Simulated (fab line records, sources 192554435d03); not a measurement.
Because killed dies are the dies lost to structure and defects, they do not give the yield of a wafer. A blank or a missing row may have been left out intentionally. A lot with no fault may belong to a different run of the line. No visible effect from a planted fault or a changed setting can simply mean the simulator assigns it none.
Matching of chambers    flow n5Finfet    N5_MOL_CONTACT_COAG_DESCUM_88 on rieDiel-05: 4 sister chambers
The step chemistry O2, time 7 s. 4 wafers are shown with their chamber, then 9 later ones without.

## WAFERS, EACH WITH ITS CHAMBER
wafer   chamber  drypumpMotorCurrentA (A)
L083.1  0        5.0
L089.1  2        5.9
L089.2  3        5.7
L089.3  1        5.6

## WAFERS WITH NO CHAMBER GIVEN
wafer   drypumpMotorCurrentA (A)
L089.4  4.9
L089.5  5.0
L089.6  5.5
L092.2  5.9
L092.5  5.7
L092.6  5.9
L093.1  5.7
L093.2  5.0
L093.3  5.9

## CHAMBER TAKEN BY EACH
wafer   from the rows above  in truth
L089.4  0                    0
L089.5  0                    0
L089.6  1                    1
L092.2  2                    2
L092.5  3                    3
L092.6  2                    2
L093.1  3                    3
L093.2  0                    0
L093.3  2                    2
Correct placement for 9 of the 9. From these rows, 0 cannot be placed. Placed wrongly: 0.
How it was worked out, from the rows above alone: a wafer's distance from a chamber is the root of the sum, over the readings, of the square of ((its reading less the chamber's mean) divided by the reading's scatter). If the next closest chamber is less than 2 further off than the closest, the wafer can't be placed; otherwise it belongs to the closest. The mean given for a chamber averages the wafers shown for that chamber. The scatter: root of mean squared gap, hidden wafer to nearest shown wafer, with one shown wafer a chamber.
